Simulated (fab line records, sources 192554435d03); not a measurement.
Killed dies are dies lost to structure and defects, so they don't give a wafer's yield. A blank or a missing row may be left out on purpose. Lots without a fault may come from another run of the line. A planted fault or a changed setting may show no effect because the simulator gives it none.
A struck lot beside a sound one | flow n5_finfet | 15 steps out of a route of 1938
Sound: wafers L620.3, L620.5, L620.6. Struck: wafers L635.1, L635.6. (L635.5 of the same lot was not struck and is left out.) The cause comes at the end.
At each step with rows: each side's tool, then ch and its chambers, then its first start. Under that, the readings that differ: sound wafers | struck wafers | difference of the means | sigmas: that difference in standard deviations of wafers without a fault.
alike: readings whose means differ by less than 2 such deviations, and words and numbers that are the same on both sides. not compared: withheld readings, readings that some wafer has no value for, bounds like >300 that may hide the same value, and numbers for which the record gives no deviation and whose values overlap.
The two part at a step that has a row with sigmas, a row that says differs or no value, or rows on one side only. Numbers that don't overlap but have no deviation are shown without sigmas and don't part them. A reading that every wafer of one side lacks parts them only if that side has two wafers or more.

first, 3 steps without rows for these wafers: N5_BEOL_M7_EXPOSE_25 (exposes mask V6, target cd 40 nm); N5_BEOL_M7_PEB_26 (peb time 60 s); N5_BEOL_M7_DEVELOP_27 (develop time 30 s).
N5_BEOL_M7_CD_MEAS_28: target cd 40 nm.
  sound on cd_sem-03 ch 0, day 10 10:44; struck on cd_sem-03 ch 0, day 14 17:42
  alike: cd_nm
N5_BEOL_M7_OVL_MEAS_29:
  sound on overlay-02 ch 0, day 10 10:46; struck on overlay-02 ch 0, day 14 17:44
  alike: V6_OVL
N5_BEOL_M7_INSPECT_30: inspects for defects (brightfield).
  sound on defect_inspect-01, day 10 10:49; struck on defect_inspect-01, day 14 17:47
  alike: raw_defect_count
N5_BEOL_M7_DESCUM_33: chemistry O2, time 7 s.
  sound on rie_diel-05 ch 0,2,3, day 10 11:25; struck on rie_diel-04 ch 1,2, day 14 18:09
  alike: drypump_motor_current_A, oes_product_au, rf_vpp_V, showerhead_plenum_p_Torr, throttle_valve_pct
  not compared: rf_hours_counter_h
N5_BEOL_M7_ETCH_72: etches underlayer in N2/H2, target depth 6.5 nm, time 5.2 s.
  sound on rie_diel-05 ch 0,2,3, day 10 11:26; struck on rie_diel-04 ch 1,2, day 14 18:11
  alike: bias_w, drypump_motor_current_A, etch_rf_on_time_s, oes_product_au, rf_vpp_V, showerhead_plenum_p_Torr, throttle_valve_pct
  not compared: rf_hours_counter_h
N5_BEOL_M7_ETCH_65: etches SiARC in CF4, target depth 15.6 nm, time 26 s.
  sound on rie_diel-05 ch 0,2,3, day 10 11:28; struck on rie_diel-04 ch 1,2, day 14 18:12
  alike: bias_w, cf4_flow_sccm, drypump_motor_current_A, etch_rf_on_time_s, oes_product_au, rf_vpp_V, showerhead_plenum_p_Torr, throttle_valve_pct
  not compared: rf_hours_counter_h
N5_BEOL_M7_ETCH_66: etches SOC in N2/H2, target depth 80 nm, overetch 16 nm, time 120 s.
  sound on rie_diel-05 ch 0,2,3, day 10 11:29; struck on rie_diel-04 ch 1,2, day 14 18:14
  alike: bias_w, drypump_motor_current_A, oes_product_au, rf_vpp_V, run_length_s, showerhead_plenum_p_Torr, throttle_valve_pct
  not compared: rf_hours_counter_h
then, 2 steps without rows for these wafers: N5_BEOL_M7_STRIP_69 (strips in N2/H2); N5_BEOL_M7_STRIP_73 (strips in N2/H2).
N5_BEOL_M7_VIA_ETCH_34: etches SiCOH lowk in C4F6/O2, target depth 125.5 nm, time 50.5 s.
  sound on rie_diel-05 ch 0,2,3, day 10 11:35; struck on rie_diel-04 ch 1,2, day 14 18:20
  reading                                  | sound           | struck      | difference | sigmas
  run_length_s (s)                         | 74.2 74.5 73.8  | 90.5 90.3   | +16.2      | +34
  model.etch.depth_nm (nm)                 | 122.1 127 124.8 | 169.2 167.3 | +43.6      |
  model.SOC_of_BEOL_M7_COAT_63.thk_nm (nm) | 54.4 54 54.2    | 52 51.8     | -2         |
  model.BEOL_M7.cd_nm (nm)                 | 39.8 40 39.8    | 40.4 40.6   | +0.6       |
  alike: bias_w, drypump_motor_current_A, oes_o_777_au, oes_product_au, rf_vpp_V, showerhead_plenum_p_Torr, throttle_valve_pct
  not compared: rf_hours_counter_h
then, 2 steps without rows for these wafers: N5_BEOL_M7_STRIP_76 (strips in C4F6/O2); N5_PASSIVATION_PROBE_49.

WHERE THEY PART
Only at N5_BEOL_M7_VIA_ETCH_34, within this record.

WHY: what the simulator had put in
Process parameter drift: rie_diel-04, from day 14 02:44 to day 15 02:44, at N5_BEOL_M7_VIA_ETCH_34. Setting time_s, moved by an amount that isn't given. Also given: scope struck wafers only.
